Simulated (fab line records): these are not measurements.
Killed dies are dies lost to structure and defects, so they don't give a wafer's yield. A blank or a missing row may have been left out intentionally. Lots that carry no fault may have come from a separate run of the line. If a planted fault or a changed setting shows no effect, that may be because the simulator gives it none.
Comparing a struck lot with a sound one / flow n5_finfet / 18 steps out of a route of 1938
Sound: these wafers, L954.2, L954.3, L954.6. Wafers L961.2, L961.3, L961.5 were the ones struck. At the end, the cause is stated.
Each step with rows lists, per side, the tool, then ch with its chambers, then its first start. Under that, the readings that differ: sound wafers / struck wafers / difference of the means / sigmas: that difference in standard deviations of wafers without a fault.
alike: readings with means less than 2 such deviations apart, plus words and numbers identical on both sides. not compared: withheld readings, readings lacking a value on some wafer, bounds such as >300 that could conceal the same value, and numbers that have no deviation in the record and whose values overlap.
The two part at a step that has a row with sigmas, a row that says differs or no value, or rows on one side only. Numbers that don't overlap but have no deviation are shown without sigmas and don't part them. Lack of a reading on every wafer of one side parts them only where that side has two or more wafers.

N5_BEOL_M9_ETCH_62: etches SOC in N2/H2, target depth 110 nm, overetch 22 nm, time 165 s.
  sound on rie_diel-04 ch 2,3, day 12 06:16; struck on rie_diel-05 ch 0,1, day 13 20:20
  alike: drypump_motor_current_A, oes_product_au, rf_vpp_V, showerhead_plenum_p_Torr, throttle_valve_pct
  not compared: rf_hours_counter_h
then, 1 step without rows for these wafers: N5_BEOL_M9_STRIP_68 (strips in N2/H2).
N5_BEOL_M9_STRIP_67: strips in CF4.
  sound on rie_diel-04 ch 2,3, day 12 06:24; struck on rie_diel-05 ch 0,1, day 13 20:29
  alike: cf4_flow_sccm, drypump_motor_current_A, oes_product_au, rf_vpp_V, showerhead_plenum_p_Torr, throttle_valve_pct
  not compared: rf_hours_counter_h
N5_BEOL_M9_HM_OPEN_17: chemistry Cl2/BCl3, target TiN, target depth 20 nm, overetch 6 nm.
  sound on rie_metal-02 ch 1, day 12 06:29; struck on rie_metal-01 ch 0,1, day 13 20:31
  alike: drypump_motor_current_A, he_backside_leak_sccm, oes_product_au, throttle_valve_pct
  not compared: rf_hours_counter_h
N5_BEOL_M9_STRIP_19: strips in O2.
  sound on rie_diel-03 ch 0,2,3, day 12 06:39; struck on rie_diel-05 ch 0,3, day 13 20:38
  alike: drypump_motor_current_A, oes_product_au, rf_vpp_V, showerhead_plenum_p_Torr, throttle_valve_pct
  not compared: rf_hours_counter_h
N5_BEOL_M9_CD_MEAS_18: pitch 140 nm, target cd 70 nm.
  sound: cd_sem-03 at day 12 06:43; struck: cd_sem-01 at day 13 20:42
  alike: cd_nm
then, 6 steps without rows for these wafers: N5_BEOL_M9_COAT_63 (time 60 s, resist thk 60 nm); N5_BEOL_M9_COAT_64 (time 60 s, resist thk 12 nm); N5_BEOL_M9_COAT_75 (time 60 s, resist thk 5 nm); N5_BEOL_M9_COAT_22 (resist thk 30 nm); N5_BEOL_M9_EBR_24; N5_BEOL_M9_SOFTBAKE_23 (time 60 s).
N5_BEOL_M9_EXPOSE_25: exposes mask V8.
  sound on euv_scanner-02 ch 0, day 12 09:14; struck on euv_scanner-01 ch 0, day 13 21:19
reading=exposure_dose_mJ_cm2; sound=37.10 37.09 37.19; struck=40.98 41.03 40.97; difference=+3.87; sigmas=+70
  alike: mask
then, 2 steps without rows for these wafers: N5_BEOL_M9_PEB_26 (peb time 60 s); N5_BEOL_M9_DEVELOP_27 (develop time 30 s).
N5_BEOL_M9_CD_MEAS_28 targets a cd of 70 nm.
  sound on cd_sem-03 ch 0, day 12 09:22; struck on cd_sem-03 ch 0, day 13 21:26
reading=cd_nm (nm); sound=69.89 69.96 70.26; struck=72.01 72.39 72.09; difference=+2.13; sigmas=+8
N5_BEOL_M9_OVL_MEAS_29:
  sound on overlay-01 ch 0, day 12 09:24; struck on overlay-01 ch 0, day 13 21:28
  alike: V8_OVL
-- a jump in the record: the struck wafers' starts before and after are 3 days apart (it breaks off in module BEOL_M9 and resumes in module PASSIVATION, where the first step shown is number 1936 of the route) --
N5_PASSIVATION_PROBE_49:
  the record has rows for the struck wafers here (prober-02, day 16 11:37) and none for the sound ones

## WHERE THEY PART
Last at N5_PASSIVATION_PROBE_49 as far as this record goes, first at N5_BEOL_M9_EXPOSE_25.

WHY: the cause the simulator had injected
Process parameter drift: euv_scanner-01, from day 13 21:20 on, at N5_BEOL_M9_EXPOSE_25. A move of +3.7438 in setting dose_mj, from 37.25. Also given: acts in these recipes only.
